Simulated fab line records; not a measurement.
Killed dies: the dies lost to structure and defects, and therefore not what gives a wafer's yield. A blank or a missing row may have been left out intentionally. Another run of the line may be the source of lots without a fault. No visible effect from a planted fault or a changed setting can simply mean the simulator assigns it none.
Which tool was responsible? | flow n5Finfet | 8 lots with 22 wafers sampled at 5 steps, on a route of 1938 steps

== WHAT THE GAUGES SHOWED, per wafer ==
N5_BEOL_M13_INSPECT_55: inspects for defects (darkfield). Usual: rawDefectCount at 72, with a standard deviation of 23.
lot  | measured     | on               | rawDefectCount | flag
L749 | day 10 20:26 | defectInspect-01 | 95 159 75      | 
L750 | day 11 03:43 | defectInspect-02 | 74 55          | 
L755 | day 12 18:37 | defectInspect-02 | 51 79          | 
L764 | day 14 17:07 | defectInspect-02 | 85 60 48       | 
L763 | day 15 09:40 | defectInspect-01 | 57 51 122      | 
L767 | day 15 18:42 | defectInspect-01 | 107 86 119     | 
L768 | day 16 15:08 | defectInspect-02 | 71 45 70       | 
L770 | day 16 23:53 | defectInspect-01 | 63 86 93       | 

N5_BEOL_M14_THK_MEAS_01. Usual: M14_ILD_THK typically reads 1124 nm, with standard deviation 17.
lot  | measured     | on           | M14_ILD_THK (nm) | flag
L749 | day 10 20:40 | filmMetro-02 | 1135 1098 1152   | 
L750 | day 11 03:57 | filmMetro-02 | 1118 1121        | 
L755 | day 12 18:51 | filmMetro-02 | 1145 1109        | 
L764 | day 14 17:20 | filmMetro-02 | 1127 1105 1126   | 
L763 | day 15 09:54 | filmMetro-02 | 1104 1133 1127   | 
L767 | day 15 18:55 | filmMetro-01 | 1119 1147 1138   | 
L768 | day 16 15:22 | filmMetro-01 | 1142 1131 1151   | 
L770 | day 17 00:07 | filmMetro-02 | 1109 1144 1103   | 

N5_BEOL_M14_CD_MEAS_10: target cd 250 nm. Usual: cdNm at 249.0 nm, with a standard deviation of 1.8.
lot  | measured     | on       | cdNm (nm)         | flag
L749 | day 10 20:58 | cdSem-02 | 250.1 251.1 249.4 | 
L750 | day 11 04:15 | cdSem-01 | 234.0 233.2       | OFF
L755 | day 12 19:17 | cdSem-02 | 239.3 239.8       | OFF
L764 | day 14 17:46 | cdSem-02 | 251.2 248.5 248.0 | 
L763 | day 15 10:20 | cdSem-01 | 250.1 250.2 247.5 | 
L767 | day 15 19:21 | cdSem-03 | 248.3 251.2 252.0 | 
L768 | day 16 15:47 | cdSem-02 | 247.0 251.9 247.1 | 
L770 | day 17 00:32 | cdSem-02 | 252.2 249.1 250.9 | 

== EACH LOT AND THE TOOL THAT RAN IT (in order: tool; ch and the chambers of the sampled wafers; start) ==
lot  | N5_BEOL_M13_CMP_49            | N5_BEOL_M14_EXPOSE_07
L749 | cmp-03 ch 0,1,3, day 10 20:01 | krfScanner-01 ch 0, day 10 20:47
L750 | cmp-03 ch 2,3, day 11 03:19   | krfScanner-01 ch 0, day 11 04:05
L755 | cmp-02 ch 0,3, day 12 18:15   | krfScanner-01 ch 0, day 12 19:07
L764 | cmp-03 ch 0,1,3, day 14 16:42 | krfScanner-02 ch 0, day 14 17:36
L763 | cmp-03 ch 1,3, day 15 09:13   | krfScanner-02 ch 0, day 15 10:09
L767 | cmp-02 ch 1,3, day 15 18:15   | krfScanner-02 ch 0, day 15 19:11
L768 | cmp-04 ch 0,1,2, day 16 14:46 | krfScanner-02 ch 0, day 16 15:37
L770 | cmp-04 ch 0,3, day 16 23:26   | krfScanner-02 ch 0, day 17 00:23
- N5_BEOL_M13_CMP_49: polishes, stops on SiOC, t overpolish 17.1 s, target thk 420 nm.
- N5_BEOL_M14_EXPOSE_07: exposes mask V13.

== WHAT THE TOOLS THEMSELVES READ (means of the sampled wafers that have a number; where no wafer has one, the mark that the record gives instead) ==
N5_BEOL_M13_CMP_49. Usual: barrierFieldEndpointS 30.6 s, standard deviation 0.74; motorCurrentA 6.3 A, standard deviation 0.58; overpolishRunS 17.099 s, standard deviation 0.0086; slurryFilterDpKPa 13.50 kPa, standard deviation 0.15.
lot  | tool   | barrierFieldEndpointS (s) | motorCurrentA (A) | overpolishRunS (s) | slurryFilterDpKPa (kPa) | flag
L749 | cmp-03 | 30.4                      | 6.2               | 17.099             | 13.77                   | 
L750 | cmp-03 | 29.9                      | 5.8               | 17.094             | 13.52                   | 
L755 | cmp-02 | 29.6                      | 6.5               | 17.100             | 13.48                   | 
L764 | cmp-03 | 30.6                      | 6.4               | 17.099             | 13.61                   | 
L763 | cmp-03 | 31.1                      | 6.0               | 17.100             | 13.50                   | 
L767 | cmp-02 | 30.5                      | 6.2               | 17.096             | 13.51                   | 
L768 | cmp-04 | 31.2                      | 5.9               | 17.103             | 13.38                   | 
L770 | cmp-04 | 31.1                      | 6.4               | 17.099             | 13.57                   | 

N5_BEOL_M14_EXPOSE_07. Usual: exposureDoseMJCm2 56.99, standard deviation 0.047; focusOffsetNm 0.1 nm, standard deviation 0.56.
lot  | tool          | exposureDoseMJCm2 | focusOffsetNm (nm) | flag
L749 | krfScanner-01 | 56.94             | 0.1                | 
L750 | krfScanner-01 | 51.38             | 0.5                | OFF
L755 | krfScanner-01 | 53.39             | 0.6                | OFF
L764 | krfScanner-02 | 57.01             | 0.6                | 
L763 | krfScanner-02 | 56.99             | -0.3               | 
L767 | krfScanner-02 | 56.94             | -0.2               | 
L768 | krfScanner-02 | 57.01             | 0.2                | 
L770 | krfScanner-02 | 57.00             | -0.1               | 

== THE ANSWER, worked out from the rows above alone ==
Rule: lot off if the mean of its wafers having a number is beyond 3 standard deviations from the usual mean. A lot without any number at a reading at which 4 lots or more have one is off too. The other lots that the step has rows for count as sound. Order of review: gauges by route order, followed by the tools' own readings, for which a lot's mean as printed above is used. The first step at which some lot is off is used, and at that step the reading that is off furthest; a lot without a number counts as furthest.
Off, at N5_BEOL_M14_CD_MEAS_10 on cdNm: L750, L755.
If a tool, at a process step before that reading, ran all the lots that are off and no sound lot after the first of them, it fits. Not tried: the gauges at N5_BEOL_M14_CD_MEAS_10; whatever is off there is also off at N5_BEOL_M14_EXPOSE_07, on other tools, and gauge error can't account for it. One candidate fits, namely krfScanner-01 at N5_BEOL_M14_EXPOSE_07. Its last sound lot is L749 (day 10 20:47), its first lot that is off L750 (day 11 04:05): a fault that began between those two fits.
The tool's own readings at N5_BEOL_M14_EXPOSE_07 bear it out: on the lots that are off they differ by more than 5 times the standard deviation of the sound lots' means. exposureDoseMJCm2 reads 52.39 there against 56.98 on the sound lots.

== WHAT WAS PUT IN BY THE SIMULATOR ==
Process parameters drifting: krfScanner-01 at N5_BEOL_M14_EXPOSE_07, beginning at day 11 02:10. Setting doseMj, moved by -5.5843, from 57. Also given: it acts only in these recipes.
Shown lots that were struck: L750, L755. The rule above reached the same finding.
